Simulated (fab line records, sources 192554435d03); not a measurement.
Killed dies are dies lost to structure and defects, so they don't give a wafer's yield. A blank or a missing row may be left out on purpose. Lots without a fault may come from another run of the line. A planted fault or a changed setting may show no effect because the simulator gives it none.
One fault seen from 2 desks | flow n5_finfet | each desk has only its own numbers; what lay behind them comes last

THE TOOL OWNER'S DESK: pecvd-02
The tool's own readings at N5_FIN_SAQP_HM_DEP_72 (deposits SiO2 from SiH4/N2O, target thk 12 nm, time 7.2 s): means of the sampled wafers that have a number, for each lot that ran on this tool. A lot is out of limits, marked OUT, if its mean lies more than 4 standard deviations from the usual mean; the brackets give that distance.
Columns: A = chamber_pressure_Torr at N5_FIN_SAQP_HM_DEP_72, usual 0.7499 Torr; B = heater_power_w at N5_FIN_SAQP_HM_DEP_72, usual 853 W; C = showerhead_plenum_p_Torr at N5_FIN_SAQP_HM_DEP_72, usual 8.10 Torr
lot  | first seen here | A      | B    | C
L257 | day 1 21:36     | 0.7505 | 951  | 8.03
L258 | day 2 03:02     | 0.7474 | 937  | 8.00
L263 | day 3 09:34     | 0.7504 | 1002 | 8.02
This desk's finding: nothing out of limits on any of the 3 lots.

THE METROLOGY DESK
What the gauges read, lot by lot, whatever tool the lot ran on: means of the sampled wafers that have a number. A lot is out of limits, marked OUT, if its mean lies more than 4 standard deviations from the usual mean; the brackets give that distance. Of its 12 readings 7 are shown: those that lie furthest out on some lot.
Columns: A = DIBL_N at N5_BEOL_M4_RC_MEAS_101, usual 36.3 mV/V; B = IOFF_N at N5_BEOL_M4_RC_MEAS_101, usual 0.155 nA/um; C = IOFF_P at N5_BEOL_M4_RC_MEAS_101, usual 0.204 nA/um; D = ION_N at N5_BEOL_M4_RC_MEAS_101, usual 671 uA/um; E = SS_N at N5_BEOL_M4_RC_MEAS_101, usual 71.5 mV/dec; F = VT_N at N5_BEOL_M4_RC_MEAS_101, usual 250.2 mV; G = VT_P at N5_BEOL_M4_RC_MEAS_101, usual -251 mV
lot  | first seen here | A    | B     | C     | D   | E    | F     | G
L257 | day 1 21:56     | 35.3 | 0.150 | 0.201 | 666 | 71.5 | 248.0 | -249
L258 | day 2 03:22     | 35.7 | 0.136 | 0.199 | 666 | 70.8 | 250.9 | -248
L263 | day 3 10:01     | 38.9 | 0.191 | 0.246 | 675 | 72.4 | 248.8 | -247
L271 | day 5 09:56     | 36.1 | 0.142 | 0.165 | 668 | 71.4 | 251.6 | -256
L272 | day 5 16:44     | 38.2 | 0.160 | 0.207 | 673 | 72.2 | 248.7 | -250
L275 | day 6 09:09     | 34.8 | 0.129 | 0.184 | 669 | 71.3 | 252.1 | -251
L277 | day 6 22:41     | 36.2 | 0.150 | 0.189 | 670 | 71.6 | 250.5 | -253
L279 | day 7 10:53     | 34.5 | 0.117 | 0.176 | 653 | 71.3 | 253.8 | -252
L280 | day 7 16:08     | 35.9 | 0.146 | 0.183 | 669 | 71.7 | 251.2 | -253
This desk's finding: nothing out of limits on any of the 9 lots.

PUT TOGETHER
The tool owner's desk saw nothing out of limits.
The metrology desk saw nothing out of limits.

WHAT THE SIMULATOR HAD PUT IN
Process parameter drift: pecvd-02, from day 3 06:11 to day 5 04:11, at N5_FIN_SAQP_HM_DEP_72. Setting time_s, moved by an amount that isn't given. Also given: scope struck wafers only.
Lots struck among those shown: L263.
